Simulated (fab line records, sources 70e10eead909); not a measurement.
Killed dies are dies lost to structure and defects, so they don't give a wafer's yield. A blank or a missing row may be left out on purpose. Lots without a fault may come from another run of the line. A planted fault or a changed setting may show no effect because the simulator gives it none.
fab line records | flow nand_harc
record lots=11 wafers=33 last_day=33
route steps=1302 shown P_GATE@170 END@1302
lots that met no fault: from a run of the same line without faults
start_h: hours from the record's first day to the start of the lot's first wafer shown | wait_h: hours since the lot's step before | " the same as in the row above | L1.1+2: a row that stands for several wafers | - no value, or no start given | * or withheld: withheld | < > ~ a bound
route shown NAME@n: a module of which the file shows steps, and the number in the route of the first | usual: mean/standard deviation of fault-free wafers | same: alike in all rows | chamber/n: place in a boat | sites: the reading at each site | _std_site: their standard deviation | _edge_site: outer sites' mean less inner sites' | radius_mm: how far each site lies from the wafer's centre | mask NAME#n: copy n | behind: the tool/chamber that last shaped the wafer | hold: why the lot was held/for how many hours/how that ended | device: the transistor (n, p or np) that didn't switch | end of line: the same wafers' tests at the end of the route | a step without rows: its recipe alone | killed: dies lost to structure and defects at the first sort, not the wafer's yield | map: a wafer's dies, x killed, . not, _ none there
set.NAME: the setting as run; set.NAME@STEP: as run at that earlier step | model.NAME: the simulator's own value behind a step, which no gauge read
steps of the route over a sample of lots; a table a step, a row a wafer
services: from which hour (start_h, from the record's first day; less than 0 if before it) a tool's chamber was out of use, for how many hours, and why
## steps
# step NHARC_P_GATE_CD_MEAS_46
# recipe target_cd_nm=720 landing_energy_ev=500
# usual cd_nm=720.1/2.3
# columns lot.wafer tool chamber start_h wait_h cd_nm
L987.1 cd_sem-01 0 119.93 - 720.8
L987.4 " 0 " " 720.7
L987.6 " 0 " " 725.3
L989.2 cd_sem-03 0 138.21 - 717.5
L989.5 " 0 " " 719.9
L989.6 " 0 " " 722.7
L990.2 cd_sem-02 0 145.62 - 721.4
L990.4 " 0 " " 720.4
L990.6 " 0 " " 716.6
L993.1 cd_sem-02 0 166.99 - 721.9
L993.3 " 0 " " 719.0
L993.5 " 0 " " 720.7
L102.1 cd_sem-03 0 266.63 - 723.9
L102.3 " 0 " " 716.3
L102.6 " 0 " " 719.4
L103.2 cd_sem-03 0 285.45 - 720.3
L103.3 " 0 " " 718.5
L103.6 " 0 " " 719.0
L104.1 cd_sem-03 0 286.41 - 721.4
L104.2 " 0 " " 718.7
L104.3 " 0 " " 723.1
L105.4 cd_sem-01 0 295.12 - 720.1
L105.5 " 0 " " 720.5
L105.6 " 0 " " 719.0
L106.2 cd_sem-02 0 302.92 - 719.4
L106.3 " 0 " " 718.9
L106.6 " 0 " " 718.0
L108.3 cd_sem-01 0 323.80 - 719.8
L108.5 " 0 " " 719.7
L108.6 " 0 " " 718.3
L110.1 cd_sem-01 0 339.34 - 718.5
L110.2 " 0 " " 716.0
L110.5 " 0 " " 718.0
# step NHARC_P_GATE_STRIP_111
# recipe power_w=1500 temp_c=110 time_s=250 chemistry=N2/H2
# usual drypump_motor_current_A=5.1/0.46 heater_power_w=85/4.8 temp_c=110.03/0.15
# columns lot.wafer tool chamber start_h wait_h drypump_motor_current_A heater_power_w rf_hours_counter_h temp_c
L987.1 plasma_asher-02 1 120.64 0.3 5.0 84 8 110.15
L987.4 " 0 " " 4.8 94 - 110.05
L987.6 " 0 " " 4.7 95 - 110.27
L989.2 plasma_asher-01 1 138.74 0.2 6.1 75 27 109.95
L989.5 " 1 " " 6.1 78 - 109.92
L989.6 " 0 " " 5.1 80 - 110.05
L990.2 plasma_asher-01 1 146.22 0.2 6.1 77 29 109.70
L990.4 " 0 " " 5.0 77 - 109.84
L990.6 " 0 " " 5.1 78 - 110.13
L993.1 plasma_asher-02 0 167.52 0.2 4.8 93 19 109.99
L993.3 " 0 " " 4.7 95 - 110.07
L993.5 " 1 " " 5.1 84 - 109.87
L102.1 plasma_asher-02 1 267.17 0.2 5.0 81 2 109.77
L102.3 " 0 " " 4.7 88 - 109.98
L102.6 " 1 " " 5.1 78 - 109.91
L103.2 plasma_asher-02 1 286.03 0.2 5.1 82 4 109.99
L103.3 " 0 " " 4.7 87 - 110.12
L103.6 " 1 " " 5.1 82 - 110.18
L104.2 plasma_asher-01 0 286.94 0.2 5.1 82 22 110.11
L104.1 " 1 " " 6.1 84 22 110.00
L104.3 " 0 " " 5.1 83 - 110.23
L105.4 plasma_asher-02 0 295.76 0.2 4.7 89 - 110.17
L105.6 " 0 " " 4.7 89 - 110.10
L105.5 " 1 " " 5.1 79 - 109.84
L106.2 plasma_asher-02 0 303.49 0.2 4.7 87 9 110.00
L106.3 " 0 " " 4.7 89 - 110.18
L106.6 " 0 " " 4.7 89 - 109.91
L108.3 plasma_asher-01 1 324.48 0.3 6.1 80 - 110.09
L108.5 " 0 " " 5.1 82 - 109.98
L108.6 " 1 " " 6.1 85 - 109.79
L110.1 plasma_asher-02 1 339.87 0.2 5.0 80 16 110.09
L110.2 " 0 " " 4.7 88 16 110.14
L110.5 " 1 " " 5.0 82 - 110.15
# step NHARC_P_GATE_EXPOSE_56
# recipe na=0.6 target_cd_nm=720 dose_mj=14.81 mask_id=P_PSD
# usual exposure_dose_mJ_cm2=14.812/0.015 focus_offset_nm=0.1/0.53 na=0.6/0
# columns lot.wafer tool chamber start_h wait_h mask exposure_dose_mJ_cm2 focus_offset_nm na
L987.1 krf_scanner-02 0 121.70 - P_PSD#0 14.806 -0.4 0.6
L987.4 " 0 " " P_PSD#0 14.794 -1.0 0.6
L987.6 " 0 " " P_PSD#0 14.807 0.1 0.6
L989.2 krf_scanner-02 0 139.81 - P_PSD#0 14.819 0.3 0.6
L989.5 " 0 " " P_PSD#0 14.811 0.3 0.6
L989.6 " 0 " " P_PSD#0 14.805 -0.2 0.6
L990.2 krf_scanner-04 0 147.30 - P_PSD#0 14.819 -0.1 0.6
L990.4 " 0 " " P_PSD#0 14.822 0.5 0.6
L990.6 " 0 " " P_PSD#0 14.805 -0.3 0.6
L993.1 krf_scanner-01 0 168.59 - P_PSD#0 14.806 0.4 0.6
L993.3 " 0 " " P_PSD#0 14.797 0.9 0.6
L993.5 " 0 " " P_PSD#0 14.812 0.6 0.6
L102.1 krf_scanner-04 - 268.13 - P_PSD#0 - - -
L102.3 " - " " P_PSD#0 - - -
L102.6 " - " " P_PSD#0 - - -
L103.2 krf_scanner-02 - 287.05 - P_PSD#0 - - -
L103.3 " - " " P_PSD#0 - - -
L103.6 " - " " P_PSD#0 - - -
L104.1 krf_scanner-04 0 288.01 - P_PSD#0 14.828 -0.2 0.6
L104.2 " 0 " " P_PSD#0 14.806 0.1 0.6
L104.3 " 0 " " P_PSD#0 14.819 -1.0 0.6
L105.4 krf_scanner-04 0 296.64 - P_PSD#0 14.775 -0.7 0.6
L105.5 " 0 " " P_PSD#0 14.819 0.4 0.6
L105.6 " 0 " " P_PSD#0 14.810 0.3 0.6
L106.2 krf_scanner-01 0 304.51 - P_PSD#0 14.810 0.9 0.6
L106.3 " 0 " " P_PSD#0 14.798 -0.3 0.6
L106.6 " 0 " " P_PSD#0 14.810 -0.1 0.6
L108.3 krf_scanner-02 0 325.40 - P_PSD#0 14.817 0.3 0.6
L108.5 " 0 " " P_PSD#0 14.827 -0.1 0.6
L108.6 " 0 " " P_PSD#0 14.821 0.1 0.6
L110.1 krf_scanner-04 0 340.94 - P_PSD#0 14.808 1.3 0.6
L110.2 " 0 " " P_PSD#0 14.804 1.6 0.6
L110.5 " 0 " " P_PSD#0 14.784 -0.3 0.6
# step NHARC_P_GATE_CD_MEAS_59
# recipe target_cd_nm=720 landing_energy_ev=500
# usual cd_nm=721.4/2.2
# columns lot.wafer tool chamber start_h wait_h cd_nm
L987.1 cd_sem-01 0 121.86 - 721.0
L987.4 " 0 " " 722.7
L987.6 " 0 " " 719.0
L989.2 cd_sem-01 0 139.97 - 721.9
L989.5 " 0 " " 721.1
L989.6 " 0 " " 722.8
L990.2 cd_sem-02 0 147.45 - 724.9
L990.4 " 0 " " 721.3
L990.6 " 0 " " 726.2
L993.1 cd_sem-01 0 168.74 - 718.6
L993.3 " 0 " " 721.2
L993.5 " 0 " " 721.0
L102.1 cd_sem-03 0 268.30 - -
L102.3 " 0 " " -
L102.6 " 0 " " -
L103.2 cd_sem-03 0 287.21 - -
L103.3 " 0 " " -
L103.6 " 0 " " -
L104.1 cd_sem-03 0 288.16 - 720.3
L104.2 " 0 " " 721.0
L104.3 " 0 " " 718.0
L105.4 cd_sem-03 0 296.79 - 719.9
L105.5 " 0 " " 721.5
L105.6 " 0 " " 719.5
L106.2 cd_sem-03 0 304.67 - 721.5
L106.3 " 0 " " 720.9
L106.6 " 0 " " 720.8
L108.3 cd_sem-03 0 325.55 - 724.6
L108.5 " 0 " " 722.2
L108.6 " 0 " " 722.1
L110.1 cd_sem-01 0 341.09 - 719.6
L110.2 " 0 " " 718.9
L110.5 " 0 " " 721.2
# step NHARC_P_GATE_STRIP_112
# recipe power_w=1500 temp_c=110 time_s=200 chemistry=N2/H2
# usual drypump_motor_current_A=5.4/0.55 heater_power_w=83/3.9 temp_c=109.99/0.14
# columns lot.wafer tool chamber start_h wait_h drypump_motor_current_A heater_power_w rf_hours_counter_h temp_c
L987.1 plasma_asher-02 0 122.44 0.2 4.7 93 8 109.89
L987.4 " 1 " " 5.0 84 - 110.32
L987.6 " 0 " " 4.7 92 - 110.10
L989.2 plasma_asher-01 1 140.50 0.2 6.1 79 28 110.06
L989.5 " 1 " " 6.1 77 - 109.96
L989.6 " 0 " " 5.1 77 - 109.82
L990.2 plasma_asher-01 0 148.02 0.2 5.0 79 29 110.16
L990.4 " 0 " " 5.0 78 - 109.82
L990.6 " 0 " " 5.0 79 - 109.98
L993.1 plasma_asher-02 1 169.32 0.2 5.0 83 19 110.07
L993.3 " 1 " " 5.0 83 - 110.12
L993.5 " 0 " " 4.7 93 - 109.78
L102.1 plasma_asher-01 0 268.84 0.2 5.0 82 21 109.97
L102.3 " 0 " " 5.0 82 - 110.00
L102.6 " 1 " " 6.1 83 - 110.17
L103.2 plasma_asher-02 1 287.93 0.4 5.0 83 5 109.89
L103.3 " 0 " " 4.7 87 - 109.89
L103.6 " 1 " " 5.0 80 - 109.99
L104.1 plasma_asher-02 0 288.70 0.2 4.7 89 5 110.26
L104.2 " 1 " " 5.1 80 5 110.13
L104.3 " 1 " " 5.1 83 - 109.79
L105.4 plasma_asher-01 1 297.46 0.2 6.1 79 - 109.95
L105.5 " 0 " " 5.0 83 - 109.98
L105.6 " 1 " " 6.1 83 - 109.84
L106.2 plasma_asher-01 0 305.19 0.2 5.1 81 28 110.12
L106.3 " 0 " " 5.0 81 - 110.00
L106.6 " 0 " " 5.0 81 - 109.97
L108.3 plasma_asher-01 1 326.36 0.4 6.1 83 - 109.96
L108.6 " 1 " " 6.1 83 - 109.91
L108.5 " 0 " " 5.0 82 - 109.63
L110.2 plasma_asher-01 1 341.63 0.2 6.1 85 35 110.06
L110.1 " 0 " " 5.0 84 35 109.94
L110.5 " 0 " " 5.0 81 - 110.09
# step NHARC_P_GATE_INSPECT_68
# usual raw_defect_count=189/63
# columns lot.wafer tool chamber start_h wait_h raw_defect_count
L987.1 defect_inspect-01 - 126.66 0.2 182
L987.4 " - " " 138
L987.6 " - " " 174
L989.2 defect_inspect-02 - 144.74 0.1 212
L989.5 " - " " 130
L989.6 " - " " 155
L990.2 defect_inspect-01 - 152.22 0.1 127
L990.4 " - " " 252
L990.6 " - " " 142
L993.1 defect_inspect-02 - 173.67 0.2 165
L993.3 " - " " 226
L993.5 " - " " 175
L102.1 defect_inspect-02 - 273.12 0.2 1256
L102.3 " - " " 1309
L102.6 " - " " 1271
L103.2 defect_inspect-02 - 292.17 0.1 1175
L103.3 " - " " 1148
L103.6 " - " " 1224
L104.1 defect_inspect-01 - 292.97 0.2 157
L104.2 " - " " 200
L104.3 " - " " 157
L105.4 defect_inspect-01 - 301.65 0.1 173
L105.5 " - " " 148
L105.6 " - " " 125
L106.2 defect_inspect-01 - 309.44 0.1 219
L106.3 " - " " 228
L106.6 " - " " 268
L108.3 defect_inspect-02 - 331.30 0.1 352
L108.5 " - " " 166
L108.6 " - " " 155
L110.1 defect_inspect-01 - 345.85 0.2 266
L110.2 " - " " 283
L110.5 " - " " 216
# step NHARC_END_SORT_01
# recipe temp_c=25
# usual killed_at_array=61/24 killed_at_other=1.2/1.3 killed_at_periphery=3.7/2.6 killed_dies=66/23 killed_open=3.3/1.8 killed_short=2.4/1.6
# same gross_dies=677
# columns lot.wafer tool chamber start_h wait_h killed_at_array killed_at_other killed_at_periphery killed_dies killed_open killed_short
L102.1 prober-02 0 709.59 2.5 75 2 600 677 4 3
L102.3 prober-02 0 711.20 3.1 82 0 595 677 4 5
L102.6 prober-02 0 713.60 4.0 83 0 594 677 3 2
L103.2 prober-02 0 750.81 2.8 70 0 607 677 3 0
L103.3 prober-02 0 751.63 3.1 77 1 599 677 4 3
L103.6 prober-02 0 754.08 4.1 75 0 602 677 0 5
L104.1 prober-01 0 761.47 2.5 48 1 4 53 5 1
L104.2 prober-01 0 762.27 2.8 56 0 3 59 4 5
# killed by level:class
L102.1 P_GATE:area_expose=596 A_CHANNEL_HOLE_D1:chamber_film_flake=34 A_CHANNEL_HOLE_D2:chamber_film_flake=23 A_CONTACT:chamber_film_flake=10 A_ZERO_WELL:chamber_film_flake=2 THIN_TSV:chamber_film_flake=2 P_GATE:geometric_particle:open=1 A_ONON_D2:geometric_particle:short=1
L102.3 P_GATE:area_expose=591 A_CHANNEL_HOLE_D1:chamber_film_flake=35 A_CHANNEL_HOLE_D2:chamber_film_flake=25 A_CONTACT:chamber_film_flake=7 A_SLIT:chamber_film_flake=5 P_GATE:chamber_film_flake=2 A_ZERO_WELL:chamber_film_flake=2 P_GATE:geometric_particle:open=1
L102.6 P_GATE:area_expose=591 A_CHANNEL_HOLE_D1:chamber_film_flake=37 A_CHANNEL_HOLE_D2:chamber_film_flake=25 A_CONTACT:chamber_film_flake=12 P_CONTACT:geometric_particle:open=1 A_SOURCE_PLATE:geometric_particle:open=1 A_ONON_D1:geometric_particle:short=1 A_CHANNEL_FILL_D1:geometric_particle:short=1
L103.2 P_GATE:area_expose=604 A_CHANNEL_HOLE_D1:chamber_film_flake=32 A_CHANNEL_HOLE_D2:chamber_film_flake=28 A_SLIT:chamber_film_flake=6 P_CONTACT:geometric_particle:open=2 A_BONDPAD:chamber_film_flake=2 A_ONON_D1:geometric_particle:open=1 P_M2:chamber_film_flake=1
L103.3 P_GATE:area_expose=594 A_CHANNEL_HOLE_D2:chamber_film_flake=31 A_CHANNEL_HOLE_D1:chamber_film_flake=29 A_SLIT:chamber_film_flake=6 P_M2:chamber_film_flake=2 A_STAIRCASE:chamber_film_flake=2 A_CONTACT:chamber_film_flake=2 P_GATE:geometric_particle:open=1
L103.6 P_GATE:area_expose=596 A_CHANNEL_HOLE_D1:chamber_film_flake=32 A_CHANNEL_HOLE_D2:chamber_film_flake=28 A_SLIT:chamber_film_flake=4 P_M2:chamber_film_flake=3 P_STI:chamber_film_flake=2 A_CONTACT:chamber_film_flake=2 A_BONDPAD:chamber_film_flake=2
L104.1 A_SLIT:chamber_film_flake=25 A_CHANNEL_HOLE_D1:chamber_film_flake=11 A_CHANNEL_HOLE_D2:geometric_particle:open=2 P_STI:chamber_film_flake=2 A_DECK1_JOINT:chamber_film_flake=2 A_CONTACT:chamber_film_flake=2 A_ONON_D1:geometric_particle:open=1 A_CONTACT:geometric_particle:open=1
L104.2 A_SLIT:chamber_film_flake=28 A_CHANNEL_HOLE_D1:chamber_film_flake=14 A_CONTACT:chamber_film_flake=4 A_DECK1_JOINT:geometric_particle:short=2 A_ONON_D1:geometric_particle:short=1 A_CHANNEL_HOLE_D2:geometric_particle:short=1 A_CHANNEL_HOLE_D2:geometric_particle:open=1 A_CHANNEL_FILL_D2:geometric_particle:open=1
## services
# columns tool chamber start_h hours kind
krf_scanner-02 - 103.35 1.8 repair
plasma_asher-01 - 122.01 4.7 repair
krf_scanner-01 - 140.00 4.0 pm
krf_scanner-04 0 145.43 - calibration
plasma_asher-01 - 151.30 6.9 repair
plasma_asher-02 - 152.27 4.5 repair
plasma_asher-01 - 166.17 9.0 pm
plasma_asher-01 0 166.17 9.0 vent_cycle
plasma_asher-01 1 166.17 9.0 vent_cycle
plasma_asher-01 0 175.17 - clean
plasma_asher-01 1 175.17 - clean
krf_scanner-02 - 179.07 0.4 repair
krf_scanner-04 - 182.00 4.0 pm
krf_scanner-02 - 209.52 1.2 repair
plasma_asher-02 - 249.00 9.0 pm
plasma_asher-02 0 249.00 9.0 vent_cycle
plasma_asher-02 1 249.00 9.0 vent_cycle
plasma_asher-02 0 258.00 - clean
plasma_asher-02 1 258.00 - clean
krf_scanner-01 - 312.00 4.0 pm
krf_scanner-04 - 313.46 0.6 repair
krf_scanner-04 - 315.37 3.7 repair
krf_scanner-01 - 317.46 0.6 repair
krf_scanner-01 - 338.54 3.2 repair
## key
first_sign step=NHARC_P_GATE_EXPOSE_56 reading=tool_record direction=missing
effect step=NHARC_P_GATE_CD_MEAS_59 reading=cd_nm direction=missing
effect step=NHARC_P_GATE_INSPECT_68 reading=raw_defect_count direction=up sigmas=16 usual=189 struck=1230
effect step=NHARC_END_SORT_01 reading=killed_at_periphery direction=up sigmas=99+ usual=3.7 struck=599.5
more_kills_born_at NHARC_P_GATE_EXPOSE_56@krf_scanner-02=1794 NHARC_P_GATE_EXPOSE_56@krf_scanner-04=1778
met_at NHARC_P_GATE_EXPOSE_56
struck_lots L102,L103
later_rows_left_out L102.1,L102.3,L102.6,L103.2,L103.3,L103.6
tester_left_out L102,L103
not_acting_at NHARC_P_GATE_CD_MEAS_46,NHARC_P_GATE_STRIP_111,NHARC_P_GATE_STRIP_112
onset_between 147.30 268.13
fault kind=skipped_step_whole tool=krf_scanner-02,krf_scanner-04 chamber=- onset_h=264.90 steps=NHARC_P_GATE_EXPOSE_56 scope=struck_lots_only
# tester_left_out: of these lots the tester's yield and bins aren't shown, on N5 and GAA mostly nor the transistor test; their killed dies are dies lost to structure and defects alone, not to doping, threshold or leakage, so they don't give the yield
# later_rows_left_out: the simulator's readings of these wafers behind a module that went badly wrong aren't trusted and aren't shown, but for the sort
